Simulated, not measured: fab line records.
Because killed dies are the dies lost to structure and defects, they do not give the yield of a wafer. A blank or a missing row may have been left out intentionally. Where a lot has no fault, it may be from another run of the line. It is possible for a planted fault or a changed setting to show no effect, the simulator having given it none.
Chamber matching :: flow n5Finfet :: rieDiel-04 running N5_BEOL_M14_STRIP_37: 4 sister chambers
The step strips in O2. 27 wafers are shown with their chamber, then 12 later ones without.

## WAFERS WITH THEIR CHAMBER
wafer: L075.4
chamber: 3
showerheadPlenumPTorr (Torr): 2.13
drypumpMotorCurrentA (A): 5.6
throttleValvePct (%): 16.72

wafer: L075.5
chamber: 3
showerheadPlenumPTorr (Torr): 2.12
drypumpMotorCurrentA (A): 5.6
throttleValvePct (%): 16.73

wafer: L075.6
chamber: 2
showerheadPlenumPTorr (Torr): 2.12
drypumpMotorCurrentA (A): 5.4
throttleValvePct (%): 16.73

wafer: L079.2
chamber: 0
showerheadPlenumPTorr (Torr): 2.06
drypumpMotorCurrentA (A): 5.7
throttleValvePct (%): 16.45

wafer: L079.5
chamber: 2
showerheadPlenumPTorr (Torr): 2.12
drypumpMotorCurrentA (A): 5.4
throttleValvePct (%): 16.79

wafer: L079.6
chamber: 1
showerheadPlenumPTorr (Torr): 2.04
drypumpMotorCurrentA (A): 5.4
throttleValvePct (%): 16.62

wafer: L083.2
chamber: 3
showerheadPlenumPTorr (Torr): 2.12
drypumpMotorCurrentA (A): 5.6
throttleValvePct (%): 16.75

wafer: L083.3
chamber: 0
showerheadPlenumPTorr (Torr): 2.06
drypumpMotorCurrentA (A): 5.8
throttleValvePct (%): 16.45

wafer: L083.6
chamber: 2
showerheadPlenumPTorr (Torr): 2.12
drypumpMotorCurrentA (A): 5.4
throttleValvePct (%): 16.77

wafer: L081.3
chamber: 2
showerheadPlenumPTorr (Torr): 2.12
drypumpMotorCurrentA (A): 5.4
throttleValvePct (%): 16.75

wafer: L081.5
chamber: 3
showerheadPlenumPTorr (Torr): 2.12
drypumpMotorCurrentA (A): 5.6
throttleValvePct (%): 16.76

wafer: L081.6
chamber: 0
showerheadPlenumPTorr (Torr): 2.06
drypumpMotorCurrentA (A): 5.7
throttleValvePct (%): 16.49

wafer: L084.2
chamber: 3
showerheadPlenumPTorr (Torr): 2.12
drypumpMotorCurrentA (A): 5.6
throttleValvePct (%): 16.73

wafer: L084.3
chamber: 2
showerheadPlenumPTorr (Torr): 2.12
drypumpMotorCurrentA (A): 5.4
throttleValvePct (%): 16.75

wafer: L084.4
chamber: 0
showerheadPlenumPTorr (Torr): 2.06
drypumpMotorCurrentA (A): 5.8
throttleValvePct (%): 16.49

wafer: L086.4
chamber: 3
showerheadPlenumPTorr (Torr): 2.12
drypumpMotorCurrentA (A): 5.6
throttleValvePct (%): 16.74

wafer: L086.5
chamber: 2
showerheadPlenumPTorr (Torr): 2.11
drypumpMotorCurrentA (A): 5.5
throttleValvePct (%): 16.78

wafer: L086.6
chamber: 1
showerheadPlenumPTorr (Torr): 2.04
drypumpMotorCurrentA (A): 5.4
throttleValvePct (%): 16.64

wafer: L089.3
chamber: 2
showerheadPlenumPTorr (Torr): 2.11
drypumpMotorCurrentA (A): 5.4
throttleValvePct (%): 16.75

wafer: L089.4
chamber: 1
showerheadPlenumPTorr (Torr): 2.04
drypumpMotorCurrentA (A): 5.4
throttleValvePct (%): 16.65

wafer: L089.5
chamber: 0
showerheadPlenumPTorr (Torr): 2.06
drypumpMotorCurrentA (A): 5.8
throttleValvePct (%): 16.47

wafer: L088.2
chamber: 2
showerheadPlenumPTorr (Torr): 2.11
drypumpMotorCurrentA (A): 5.4
throttleValvePct (%): 16.82

wafer: L088.3
chamber: 1
showerheadPlenumPTorr (Torr): 2.04
drypumpMotorCurrentA (A): 5.4
throttleValvePct (%): 16.67

wafer: L088.5
chamber: 2
showerheadPlenumPTorr (Torr): 2.11
drypumpMotorCurrentA (A): 5.4
throttleValvePct (%): 16.80

wafer: L090.2
chamber: 3
showerheadPlenumPTorr (Torr): 2.11
drypumpMotorCurrentA (A): 5.6
throttleValvePct (%): 16.80

wafer: L090.3
chamber: 0
showerheadPlenumPTorr (Torr): 2.06
drypumpMotorCurrentA (A): 5.7
throttleValvePct (%): 16.48

wafer: L090.4
chamber: 2
showerheadPlenumPTorr (Torr): 2.11
drypumpMotorCurrentA (A): 5.4
throttleValvePct (%): 16.75

SIGNATURES, as means of the wafers listed above
reading: showerheadPlenumPTorr
chamber 0: 2.0600
chamber 1: 2.0400
chamber 2: 2.1150
chamber 3: 2.1200
scatter within a chamber: 0.00442

reading: drypumpMotorCurrentA
chamber 0: 5.750
chamber 1: 5.400
chamber 2: 5.410
chamber 3: 5.600
scatter within a chamber: 0.0323

reading: throttleValvePct
chamber 0: 16.4717
chamber 1: 16.6450
chamber 2: 16.7690
chamber 3: 16.7471
scatter within a chamber: 0.025
Rule: for a wafer and a chamber, the distance is found by dividing, reading by reading, the gap between the wafer's reading and the chamber's mean by the reading's scatter, squaring, summing and taking the root. The wafer belongs to the nearest chamber; if the next one is less than 2 further off, it can't be placed. The scatter: the root of (the sum of the squares of (reading less its chamber's mean) over the shown wafers, divided by (wafers less chambers)).

## WAFERS MISSING THEIR CHAMBER
wafer: L093.1
showerheadPlenumPTorr (Torr): 2.03
drypumpMotorCurrentA (A): 5.4
throttleValvePct (%): 16.62

wafer: L093.3
showerheadPlenumPTorr (Torr): 2.05
drypumpMotorCurrentA (A): 5.7
throttleValvePct (%): 16.53

wafer: L093.6
showerheadPlenumPTorr (Torr): 2.11
drypumpMotorCurrentA (A): 5.4
throttleValvePct (%): 16.79

wafer: L091.1
showerheadPlenumPTorr (Torr): 2.05
drypumpMotorCurrentA (A): 5.8
throttleValvePct (%): 16.49

wafer: L091.3
showerheadPlenumPTorr (Torr): 2.03
drypumpMotorCurrentA (A): 5.4
throttleValvePct (%): 16.66

wafer: L091.6
showerheadPlenumPTorr (Torr): 2.11
drypumpMotorCurrentA (A): 5.6
throttleValvePct (%): 16.80

wafer: L095.2
showerheadPlenumPTorr (Torr): 2.11
drypumpMotorCurrentA (A): 5.6
throttleValvePct (%): 16.81

wafer: L095.3
showerheadPlenumPTorr (Torr): 2.11
drypumpMotorCurrentA (A): 5.4
throttleValvePct (%): 16.78

wafer: L095.6
showerheadPlenumPTorr (Torr): 2.11
drypumpMotorCurrentA (A): 5.4
throttleValvePct (%): 16.82

wafer: L097.1
showerheadPlenumPTorr (Torr): 2.03
drypumpMotorCurrentA (A): 5.4
throttleValvePct (%): 16.73

wafer: L097.3
showerheadPlenumPTorr (Torr): 2.05
drypumpMotorCurrentA (A): 5.7
throttleValvePct (%): 16.54

wafer: L097.6
showerheadPlenumPTorr (Torr): 2.11
drypumpMotorCurrentA (A): 5.4
throttleValvePct (%): 16.83

## CHAMBER TAKEN BY EACH
wafer: L093.1
from the rows above: 1
in truth: 1

wafer: L093.3
from the rows above: 0
in truth: 0

wafer: L093.6
from the rows above: 2
in truth: 2

wafer: L091.1
from the rows above: 0
in truth: 0

wafer: L091.3
from the rows above: 1
in truth: 1

wafer: L091.6
from the rows above: 3
in truth: 3

wafer: L095.2
from the rows above: 3
in truth: 3

wafer: L095.3
from the rows above: 2
in truth: 2

wafer: L095.6
from the rows above: 2
in truth: 2

wafer: L097.1
from the rows above: 1
in truth: 1

wafer: L097.3
from the rows above: 0
in truth: 0

wafer: L097.6
from the rows above: 2
in truth: 2
Correctly placed: 12 of 12. From these rows, 0 cannot be placed. Wrongly placed: 0.
